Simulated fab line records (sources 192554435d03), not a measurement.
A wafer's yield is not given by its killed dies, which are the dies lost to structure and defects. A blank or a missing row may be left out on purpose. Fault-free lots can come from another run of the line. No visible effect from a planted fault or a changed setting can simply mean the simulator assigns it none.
The same fault as seen by 3 desks | flow n5_finfet | numbers are kept per desk, each desk with only its own; the story behind them comes last

== THE DEFECT DESK ==
Per lot, the means of the sampled wafers with a number show what the inspections along the route counted. A lot is out of limits, marked OUT, if its mean lies more than 4 standard deviations from the usual mean; the brackets give that distance.
Columns: A = raw_defect_count at N5_BEOL_M15_INSPECT_30, usual 2.2
lot  | first seen here | A
L839 | day 12 18:02    | 3.0
L838 | day 13 10:08    | 1.7
L842 | day 13 20:23    | 2.3
L843 | day 14 03:16    | 3.0
L845 | day 14 15:25    | 1.5
L852 | day 16 06:52    | 2.0
L853 | day 17 02:44    | 4.0
This desk's finding: nothing out of limits on any of the 7 lots.

== METROLOGY DESK ==
What the gauges read for every lot (on any tool): the sampled wafers with a number, averaged. A lot is out of limits, marked OUT, if its mean lies more than 4 standard deviations from the usual mean; the brackets give that distance.
Columns: A = cd_nm at N5_BEOL_M15_CD_MEAS_28, usual 408.2 nm; B = M15_OVL at N5_BEOL_M15_OVL_MEAS_29, usual -1 nm
lot  | first seen here | A     | B
L839 | day 12 17:59    | 407.5 | -8
L838 | day 13 10:04    | 408.2 | 0
L842 | day 13 20:20    | 408.2 | 2
L843 | day 14 03:13    | 408.1 | -1
L845 | day 14 15:22    | 410.5 | -1
L852 | day 16 06:49    | 406.0 | 2
L853 | day 17 02:41    | 410.6 | -2
This desk's finding: nothing out of limits on any of the 7 lots.

== THE TOOL OWNER'S DESK: rie_diel-03 ==
The tool's own readings at N5_BEOL_M15_ETCH_38 (etches SiCN in CF4/N2, target depth 106.4 nm, time 120.5 s): means of the sampled wafers that have a number, for each lot that ran on this tool. A lot is out of limits, marked OUT, if its mean lies more than 4 standard deviations from the usual mean; the brackets give that distance.
Columns: A = drypump_motor_current_A at N5_BEOL_M15_ETCH_38, usual 5.6 A; B = oes_product_au at N5_BEOL_M15_ETCH_38, usual 0.77 a.u.; C = rf_vpp_V at N5_BEOL_M15_ETCH_38, usual 382.5 V; D = showerhead_plenum_p_Torr at N5_BEOL_M15_ETCH_38, usual 2.22 Torr; E = throttle_valve_pct at N5_BEOL_M15_ETCH_38, usual 15.64 %
lot  | first seen here | A   | B    | C     | D    | E
L839 | day 12 21:08    | 5.4 | 0.73 | 381.4 | 2.19 | 15.81
L842 | day 13 21:37    | 5.4 | 0.81 | 382.3 | 2.19 | 15.72
L843 | day 14 04:13    | 5.5 | 0.78 | 381.6 | 2.18 | 15.89
L845 | day 14 17:41    | 5.7 | 0.90 | 383.1 | 2.26 | 15.56
This desk's finding: nothing out of limits on any of the 4 lots.

== TAKEN TOGETHER ==
No out-of-limits result turned up at the defect desk.
From the metrology desk's view, nothing was out of limits.
The tool owner's desk saw nothing out of limits.

== WHAT HAD BEEN PUT IN BY THE SIMULATOR ==
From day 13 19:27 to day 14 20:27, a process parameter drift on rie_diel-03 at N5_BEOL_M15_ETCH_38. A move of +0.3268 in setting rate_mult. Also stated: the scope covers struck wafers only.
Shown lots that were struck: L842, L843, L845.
